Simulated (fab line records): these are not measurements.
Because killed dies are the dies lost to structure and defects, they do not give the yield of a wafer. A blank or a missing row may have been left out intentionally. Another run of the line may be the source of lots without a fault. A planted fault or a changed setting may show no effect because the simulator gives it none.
fab line records + flow n5Finfet + part 2 of 2: steps 22 to 26 of 26
record
- lots=5
- wafers=15
- lastDay=18
route steps=1938 shown BEOL_M9@1422
lots with no fault: from the same line, run without faults
startH: hours from the record's first day to the start of the lot's first wafer shown + waitH: time in hours since the lot's previous step + " unchanged from the row above + L1.1+2: a single row standing in for several wafers + - no value, or no start given + * or withheld: withheld + < > ~ a bound
route shown NAME@n: a module of which the file shows steps, and the number in the route of the first + usual: the fault-free wafers' mean and standard deviation + same: alike in all rows + chamber/n: place in a boat + sites: readings site by site + _std_site: standard deviation of those values + _edge_site: the outer-site mean with the inner-site mean subtracted + radiusMm: for every site, how far away it sits from the centre of the wafer + mask NAME#n: copy n + behind: tool/chamber where the wafer was last shaped + hold: what put the lot on hold/how long, in hours/how the hold closed + device: the n, p or np transistor that did not switch + end of line: tests run on the same wafers once the route is complete + for a step that has no rows: nothing shown but its recipe + killed: count of dies lost to structure and defects at first sort (not the wafer's yield) + map: per-die view of a wafer (x killed, . not killed, _ where there is no die)
set.NAME: the run value of the setting; set.NAME@STEP: its run value at that earlier step + model.NAME: the simulator's own value behind a step, which no gauge read
certain route steps with their lots: each step a table, each wafer a row
services: a tool's chamber out of use, with start hour (startH, from the record's first day; less than 0 if before it), hours out, and reason
## steps
# step N5_BEOL_M9_VIA_ETCH_34
# recipe
- chemistry=C4F6/O2
- target=SiCOH_lowk
- targetDepthA=1824
- maskMaterial=SOC
- taperDeg=4
- timeS=68.4
- ionEnergyEv=250
- pressureMtorr=30
- sourceW=345
- biasW=185
- Ar_flow_sccm=300
- C4F6_flow_sccm=10
- O2_flow_sccm=10
# usual
- C4F6_flow_sccm=9.998/0.028
- drypumpMotorCurrentA=5.8/0.44
- oesProductAu=0.77/0.09
- rfFwdPowerW=342.2/1.3
- rfVppV=661/19
- showerheadPlenumPTorr=2.84/0.11
- throttleValvePct=21.04/0.22
| lot.wafer | tool       | chamber | startH | waitH | C4F6_flow_sccm | drypumpMotorCurrentA | oesProductAu | rfFwdPowerW | rfHoursCounterH | rfVppV | showerheadPlenumPTorr | throttleValvePct |
|-----------|------------|---------|--------|-------|----------------|----------------------|--------------|-------------|-----------------|--------|-----------------------|------------------|
| L074.1    | rieDiel-01 | 0       | 199.64 | 0.0   | 10.033         | 5.5                  | 0.69         | 341.8       | 229             | 649    | 2.83                  | 21.22            |
| L074.2    | "          | 1       | "      | "     | 10.014         | 5.5                  | 0.98         | 343.6       | 2               | 657    | 2.92                  | 20.98            |
| L074.4    | "          | 3       | "      | "     | 9.961          | 5.4                  | 0.76         | 340.5       | 146             | 658    | 2.85                  | 21.26            |
| L083.2    | rieDiel-06 | 3       | 265.72 | 0.0   | 9.964          | 5.9                  | 0.76         | 343.7       | 150             | 632    | 2.64                  | 20.71            |
| L083.4    | "          | 0       | "      | "     | 9.997          | 6.5                  | 0.73         | 341.8       | 209             | 639    | 2.72                  | 20.66            |
| L083.5    | "          | 0       | "      | "     | 10.019         | 6.5                  | 0.73         | 344.1       | -               | 638    | 2.72                  | 20.67            |
| L091.1    | rieDiel-03 | 0       | 312.77 | 0.0   | 9.964          | 5.8                  | 0.72         | 341.9       | 195             | 679    | 2.94                  | 21.30            |
| L091.2    | "          | 3       | "      | "     | 10.008         | 5.8                  | 0.75         | 341.4       | 151             | 656    | 2.77                  | 20.77            |
| L091.5    | "          | 0       | "      | "     | 10.017         | 5.7                  | 0.71         | 341.2       | -               | 679    | 2.94                  | 21.30            |
| L096.1    | rieDiel-06 | 1       | 347.53 | 0.0   | 9.968          | 6.5                  | 0.81         | 342.6       | 83              | 673    | 3.00                  | 20.95            |
| L096.4    | "          | 0       | "      | "     | 9.997          | 6.5                  | 0.71         | 341.1       | 236             | 638    | 2.70                  | 20.70            |
| L096.6    | "          | 2       | "      | "     | 10.016         | 5.7                  | 0.89         | 342.3       | -               | 669    | 2.80                  | 21.24            |
| L095.1    | rieDiel-06 | 2       | 348.00 | 0.0   | 9.966          | 5.6                  | 0.90         | 341.9       | 34              | 670    | 2.80                  | 21.25            |
| L095.2    | "          | 1       | "      | "     | 9.987          | 6.5                  | 0.82         | 341.8       | 83              | 670    | 3.00                  | 20.97            |
| L095.4    | "          | 3       | "      | "     | 9.961          | 5.9                  | 0.73         | 343.2       | 177             | 631    | 2.63                  | 20.74            |
# step N5_BEOL_M9_STRIP_73
# recipe
- chemistry=C4F6/O2
- resist=SiARC
- rfFrequencyHz=6e+07
| lot.wafer  | tool       | chamber | startH | waitH |
|------------|------------|---------|--------|-------|
| L074.1+2+4 | rieDiel-01 | 0,1,3   | 199.70 | 0.0   |
| L083.2+4+5 | rieDiel-06 | 3,0,0   | 265.78 | 0.0   |
| L091.1+2+5 | rieDiel-03 | 0,3,0   | 312.82 | 0.0   |
| L096.1+4+6 | rieDiel-06 | 1,0,2   | 347.58 | 0.0   |
| L095.1+2+4 | rieDiel-06 | 2,1,3   | 348.05 | 0.0   |
# step N5_BEOL_M9_STRIP_36
# recipe
- chemistry=N2/H2
- powerW=450
- tempC=40
- pressureMtorr=20
- rfFrequencyHz=6e+07
- overashFraction=0.3
- biasPowerW=7
- h2Frac=0.5
- n2FlowSccm=200
- h2FlowSccm=200
# usual
- drypumpMotorCurrentA=5.8/0.44
- oesProductAu=0.77/0.089
- rfVppV=59.2/1.6
- showerheadPlenumPTorr=2.52/0.1
- throttleValvePct=23.8/0.36
# same
- overashFraction=0.3
| lot.wafer | tool       | chamber | startH | waitH | drypumpMotorCurrentA | oesProductAu | rfHoursCounterH | rfVppV | showerheadPlenumPTorr | throttleValvePct |
|-----------|------------|---------|--------|-------|----------------------|--------------|-----------------|--------|-----------------------|------------------|
| L074.1    | rieDiel-01 | 0       | 199.71 | 0.0   | 5.5                  | 0.68         | 229             | 61.2   | 2.52                  | 24.0             |
| L074.2    | "          | 1       | "      | "     | 5.5                  | 0.97         | 2               | 59.7   | 2.58                  | 23.4             |
| L074.4    | "          | 3       | "      | "     | 5.4                  | 0.78         | 146             | 58.7   | 2.57                  | 24.6             |
| L083.2    | rieDiel-06 | 3       | 265.79 | 0.0   | 5.8                  | 0.76         | 150             | 59.0   | 2.34                  | 23.5             |
| L083.4    | "          | 0       | "      | "     | 6.6                  | 0.72         | 209             | 60.6   | 2.42                  | 23.3             |
| L083.5    | "          | 0       | "      | "     | 6.5                  | 0.73         | -               | 57.7   | 2.42                  | 23.3             |
| L091.1    | rieDiel-03 | 0       | 312.83 | 0.0   | 5.8                  | 0.73         | 195             | 59.5   | 2.62                  | 24.2             |
| L091.2    | "          | 3       | "      | "     | 5.9                  | 0.74         | 151             | 58.0   | 2.45                  | 23.5             |
| L091.5    | "          | 0       | "      | "     | 5.8                  | 0.73         | -               | 58.3   | 2.62                  | 24.1             |
| L096.1    | rieDiel-06 | 1       | 347.59 | 0.0   | 6.5                  | 0.82         | 83              | 60.6   | 2.69                  | 23.7             |
| L096.4    | "          | 0       | "      | "     | 6.5                  | 0.71         | 236             | 61.1   | 2.41                  | 23.4             |
| L096.6    | "          | 2       | "      | "     | 5.6                  | 0.91         | -               | 58.3   | 2.46                  | 23.8             |
| L095.1    | rieDiel-06 | 2       | 348.06 | 0.0   | 5.6                  | 0.91         | 34              | 60.0   | 2.46                  | 23.8             |
| L095.2    | "          | 1       | "      | "     | 6.5                  | 0.82         | 83              | 61.2   | 2.69                  | 23.7             |
| L095.4    | "          | 3       | "      | "     | 5.9                  | 0.74         | 177             | 59.5   | 2.33                  | 23.5             |
# step N5_BEOL_M9_TRENCH_ETCH_37
# recipe
- chemistry=C4F6/O2
- targetDepthA=1514.3
- target=SiCOH_lowk
- timeS=49
- ionEnergyEv=250
- pressureMtorr=30
- sourceW=345
- biasW=185
- Ar_flow_sccm=300
- C4F6_flow_sccm=10
- O2_flow_sccm=10
# usual
- C4F6_flow_sccm=10.00/0.033
- drypumpMotorCurrentA=5.8/0.44
- oesProductAu=0.77/0.089
- rfFwdPowerW=341.5/1.5
- rfVppV=661/19
- showerheadPlenumPTorr=2.84/0.11
- throttleValvePct=21.06/0.22
| lot.wafer | tool       | chamber | startH | waitH | C4F6_flow_sccm | drypumpMotorCurrentA | oesProductAu | rfFwdPowerW | rfHoursCounterH | rfVppV | showerheadPlenumPTorr | throttleValvePct |
|-----------|------------|---------|--------|-------|----------------|----------------------|--------------|-------------|-----------------|--------|-----------------------|------------------|
| L074.1    | rieDiel-01 | 0       | -      | -     | 10.02          | 5.5                  | 0.68         | 342.4       | 229             | 648    | 2.83                  | 21.27            |
| L074.2    | "          | 1       | "      | "     | 9.99           | 5.5                  | 0.98         | 343.9       | 2               | 656    | 2.92                  | 21.00            |
| L074.4    | "          | 3       | "      | "     | 9.98           | 5.4                  | 0.77         | 339.8       | 146             | 658    | 2.85                  | 21.29            |
| L083.2    | rieDiel-06 | 3       | -      | -     | 9.99           | 5.9                  | 0.76         | 343.4       | 150             | 631    | 2.64                  | 20.73            |
| L083.4    | "          | 0       | "      | "     | 10.01          | 6.5                  | 0.73         | 340.6       | 209             | 638    | 2.72                  | 20.69            |
| L083.5    | "          | 0       | "      | "     | 10.03          | 6.6                  | 0.74         | 340.1       | -               | 639    | 2.72                  | 20.69            |
| L091.1    | rieDiel-03 | 0       | -      | -     | 9.96           | 5.7                  | 0.72         | 341.8       | 195             | 678    | 2.94                  | 21.32            |
| L091.2    | "          | 3       | "      | "     | 10.01          | 5.9                  | 0.75         | 343.2       | 151             | 655    | 2.77                  | 20.79            |
| L091.5    | "          | 0       | "      | "     | 9.96           | 5.7                  | 0.72         | 341.1       | -               | 679    | 2.93                  | 21.33            |
| L096.1    | rieDiel-06 | 1       | -      | -     | 9.98           | 6.5                  | 0.81         | 341.3       | 83              | 673    | 3.00                  | 21.00            |
| L096.4    | "          | 0       | "      | "     | 10.04          | 6.6                  | 0.72         | 341.2       | 236             | 638    | 2.70                  | 20.71            |
| L096.6    | "          | 2       | "      | "     | 9.97           | 5.6                  | 0.90         | 339.9       | -               | 669    | 2.80                  | 21.28            |
| L095.1    | rieDiel-06 | 2       | -      | -     | 9.97           | 5.7                  | 0.90         | 340.1       | 34              | 670    | 2.80                  | 21.28            |
| L095.2    | "          | 1       | "      | "     | 9.96           | 6.5                  | 0.81         | 341.5       | 83              | 673    | 3.00                  | 20.99            |
| L095.4    | "          | 3       | "      | "     | 10.05          | 5.8                  | 0.74         | 344.3       | 177             | 631    | 2.63                  | 20.76            |
# step N5_BEOL_M9_ETCH_41
# recipe
- chemistry=CH3F/O2
- target=SiCN
- targetDepthA=366
- taperDeg=2
- timeS=70.1
- ionEnergyEv=120
- maskMaterial=TiN
- pressureMtorr=30
- sourceW=395
- biasW=75
- Ar_flow_sccm=150
- CH3F_flow_sccm=30
- O2_flow_sccm=20
# usual
- drypumpMotorCurrentA=5.8/0.44
- oesProductAu=0.77/0.089
- rfFwdPowerW=391.8/1.4
- rfVppV=297.1/1.8
- showerheadPlenumPTorr=1.99/0.078
- throttleValvePct=16.44/0.22
| lot.wafer | tool       | chamber | startH | waitH | drypumpMotorCurrentA | oesProductAu | rfFwdPowerW | rfHoursCounterH | rfVppV | showerheadPlenumPTorr | throttleValvePct |
|-----------|------------|---------|--------|-------|----------------------|--------------|-------------|-----------------|--------|-----------------------|------------------|
| L074.1    | rieDiel-01 | 0       | -      | -     | 5.5                  | 0.68         | 390.4       | 229             | 297.2  | 1.99                  | 16.67            |
| L074.2    | "          | 1       | "      | "     | 5.5                  | 0.96         | 392.4       | 2               | 299.6  | 2.05                  | 16.30            |
| L074.4    | "          | 3       | "      | "     | 5.4                  | 0.76         | 389.9       | 146             | 297.2  | 2.00                  | 16.65            |
| L083.2    | rieDiel-06 | 3       | -      | -     | 5.9                  | 0.76         | 392.1       | 150             | 293.7  | 1.85                  | 16.11            |
| L083.4    | "          | 0       | "      | "     | 6.5                  | 0.74         | 392.6       | 210             | 295.9  | 1.90                  | 16.13            |
| L083.5    | "          | 0       | "      | "     | 6.5                  | 0.74         | 392.8       | -               | 294.9  | 1.90                  | 16.14            |
| L091.1    | rieDiel-03 | 0       | -      | -     | 5.7                  | 0.71         | 393.6       | 195             | 298.8  | 2.07                  | 16.73            |
| L091.2    | "          | 3       | "      | "     | 5.9                  | 0.74         | 392.0       | 151             | 296.1  | 1.94                  | 16.18            |
| L091.5    | "          | 0       | "      | "     | 5.8                  | 0.71         | 393.7       | -               | 299.2  | 2.07                  | 16.72            |
| L096.1    | rieDiel-06 | 1       | -      | -     | 6.5                  | 0.80         | 392.3       | 83              | 300.1  | 2.11                  | 16.34            |
| L096.4    | "          | 0       | "      | "     | 6.5                  | 0.72         | 391.6       | 236             | 296.2  | 1.90                  | 16.21            |
| L096.6    | "          | 2       | "      | "     | 5.6                  | 0.89         | 393.4       | -               | 298.2  | 1.96                  | 16.53            |
| L095.1    | rieDiel-06 | 2       | -      | -     | 5.6                  | 0.90         | 391.1       | 34              | 297.0  | 1.96                  | 16.52            |
| L095.2    | "          | 1       | "      | "     | 6.5                  | 0.82         | 392.1       | 83              | 300.2  | 2.11                  | 16.34            |
| L095.4    | "          | 3       | "      | "     | 5.9                  | 0.74         | 390.6       | 177             | 293.1  | 1.84                  | 16.14            |
## services
| tool          | chamber | startH | hours | kind                        |
|---------------|---------|--------|-------|-----------------------------|
| rieDiel-01    | 1       | 176.55 | -     | clean                       |
| rieDiel-01    | 1       | 176.55 | -     | consumableReplace:focusRing |
| rieDiel-01    | 1       | 176.55 | 15.4  | scheduledDown               |
| rieDiel-01    | 1       | 176.55 | 15.4  | ventCycle                   |
| euvScanner-02 | -       | 184.87 | 1.0   | pm                          |
| euvScanner-02 | -       | 197.64 | 4.6   | pm                          |
| rieDiel-06    | 2       | 198.77 | -     | clean                       |
| rieDiel-06    | 2       | 198.77 | -     | consumableReplace:focusRing |
| rieDiel-06    | 2       | 198.77 | 24.8  | scheduledDown               |
| rieDiel-06    | 2       | 198.77 | 24.8  | ventCycle                   |
| rieDiel-06    | -       | 199.41 | 3.9   | repair                      |
| rieDiel-01    | 3       | 207.40 | 19.4  | repair                      |
| euvScanner-01 | -       | 221.35 | 4.6   | pm                          |
| euvScanner-02 | -       | 241.02 | 1.0   | pm                          |
| rieDiel-01    | 0       | 267.70 | -     | clean                       |
| rieDiel-01    | 0       | 267.70 | -     | consumableReplace:focusRing |
| rieDiel-01    | 0       | 267.70 | 39.1  | scheduledDown               |
| euvScanner-01 | -       | 281.27 | 1.0   | pm                          |
| euvScanner-01 | -       | 285.25 | 0.8   | repair                      |
| rieDiel-01    | 1       | 293.98 | 4.3   | repair                      |
| euvScanner-02 | -       | 297.17 | 1.0   | pm                          |
| rieDiel-03    | -       | 297.78 | 2.8   | pm                          |
| rieDiel-01    | -       | 333.66 | 2.8   | pm                          |
| euvScanner-01 | -       | 337.42 | 1.0   | pm                          |
